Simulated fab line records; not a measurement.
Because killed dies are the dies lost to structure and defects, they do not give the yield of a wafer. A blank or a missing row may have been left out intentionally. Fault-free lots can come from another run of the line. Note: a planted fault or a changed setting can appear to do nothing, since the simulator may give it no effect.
Comparing a struck lot with a sound one || flow nand harc || 21 out of 1159 route steps
Sound: the wafers L340.1, L340.3, L340.4. Wafers struck: L344.3, L344.5, L344.6. The cause is named last.
At each step with rows: each side's tool, then ch and its chambers, then its first start. Under that, the readings that differ: sound wafers || struck wafers || difference of the means || sigmas: that difference in standard deviations of wafers without a fault.
alike: same words and numbers on both sides, and readings whose means sit less than 2 such deviations apart. not compared: any withheld reading, any reading some wafer has no value for, any bound like >300 that may hide the same value, and any number with overlapping values for which the record gives no deviation.
A row with sigmas, a row that says differs or no value, or rows on one side alone: a step with any of these is where the two part. Non-overlapping numbers with no deviation appear without sigmas and do not part them. A reading missing from all wafers of one side parts the sides only when that side holds two or more wafers.

first, 1 step without rows for these wafers: NHARC_A_SLIT_DEVELOP_08 (develop time 35 s).
NHARC_A_SLIT_CD_MEAS_09 targets a cd of 300 nm.
  sound on cd sem-03 ch 0, day 14 15:12; struck on cd sem-03 ch 0, day 15 15:32
  alike: cd nm
NHARC_A_SLIT_OVL_MEAS_10:
  struck on overlay-02, day 15 15:37; sound on overlay-02, day 14 15:17
  alike: overlay x nm, overlay y nm
NHARC_A_SLIT_INSPECT_11:
  struck on defect inspect-02, day 15 15:39; sound on defect inspect-01, day 14 15:19
  alike: raw defect count
then, 2 steps without rows for these wafers: NHARC_A_SLIT_DESCUM_14 (chemistry O2, time 3 s); NHARC_A_SLIT_ETCH_24 (etches the open film in CF4/CHF3, target depth 121 nm, time 60.5 s).
NHARC_A_SLIT_ETCH_15: etches the open film in O2/COS, target depth 3200 nm, time 832 s.
  sound: rie diel-02 ch 0,2,3; struck: rie diel-03 ch 1,2,3
  alike: chamber pressure mTorr, drypump motor current A, oes product au, rf vpp V, showerhead plenum p Torr, throttle valve pct
  not compared: rf hours counter h
NHARC_A_SLIT_ETCH_17: etches the open film in C4F8/O2/Ar, time 1687.5 s, target depth 10100 nm.
  sound on har etch-01 ch 0,1, day 14 16:09; struck on har etch-01 ch 0,1, day 15 17:07
  alike: c4f8 flow sccm, chamber pressure mTorr, drypump motor current A, showerhead plenum p Torr, throttle valve pct
  not compared: rf hours counter h
NHARC_A_SLIT_ETCH_26: etches the open film in C4F8/O2/Ar, time 90 s, target depth 400 nm.
  sound on har etch-01 ch 0,1, day 14 17:38; struck on har etch-01 ch 0,1, day 15 18:09
  alike: bias v, c4f8 flow sccm, chamber pressure mTorr, drypump motor current A, showerhead plenum p Torr, throttle valve pct
  not compared: rf hours counter h
then, 1 step without rows for these wafers: NHARC_A_SLIT_STRIP_28 (strips in O2/COS).
NHARC_A_SLIT_ETCH_29: etches the open film in CF4/O2, target depth 100 nm, overetch 10 nm, time 55 s.
  sound on rie diel-03 ch 0,1,2, day 14 18:16; struck on rie diel-12 ch 0,1, day 15 18:43
  alike: chamber pressure mTorr, drypump motor current A, oes_f_703_au, oes_o_777_au, oes product au, rf vpp V, showerhead plenum p Torr, throttle valve pct
  not compared: rf hours counter h
then, 1 step without rows for these wafers: NHARC_A_SLIT_STRIP_18 (strips in O2).
NHARC_A_SLIT_PRECLEAN_19: cleans in SC1.
  sound on wet bench-05 ch 2,4,7, day 14 18:39; struck on wet bench-05 ch 1,5,7, day 15 19:07
  alike: nh4oh flow mL min
after that, 1 step had no rows for these wafers: NHARC_A_SLIT_SRD_20.
NHARC_A_SLIT_CD_MEAS_21:
  struck on cd sem-03, day 15 19:15; sound on cd sem-03, day 14 18:47
  alike: cd nm
then, 3 steps without rows for these wafers: NHARC_A_SIN_REMOVE_WET_00 (chemistry H3PO4, time 15300 s); NHARC_A_SIN_REMOVE_PRECLEAN_01 (cleans in SC1); NHARC_A_SIN_REMOVE_SRD_02.
NHARC_A_SIN_REMOVE_INSPECT_04:
  struck on defect inspect-01, day 16 02:58; sound on defect inspect-01, day 15 02:27
{"reading": "raw defect count", "sound": "227 228 275", "struck": "1005 1038 1013", "difference": "+775", "sigmas": "+11"}
NHARC_A_WL_FILL_ALD_00: deposits Al2O3, target thk 3 nm, pulse time 3 s, ald cycles 30.
  sound on ald hk-04 ch 0,1,3, day 15 02:31; struck on ald hk-04 ch 0,3, day 16 03:04
  alike: heater power w, precursor pulse height rel
-- jump in the record: it breaks off in module A_WL_FILL and resumes in module END (first step shown: number 1159 of the route), and 5 days separate the struck wafers' starts before and after --
NHARC_END_SORT_01:
  the record has rows for the struck wafers here (prober-02 ch 0, day 20 19:29) and none for the sound ones

## WHERE THEY PART
At NHARC_A_SIN_REMOVE_INSPECT_04 first; at NHARC_END_SORT_01 last (within this record only).

WHY: the cause the simulator had injected
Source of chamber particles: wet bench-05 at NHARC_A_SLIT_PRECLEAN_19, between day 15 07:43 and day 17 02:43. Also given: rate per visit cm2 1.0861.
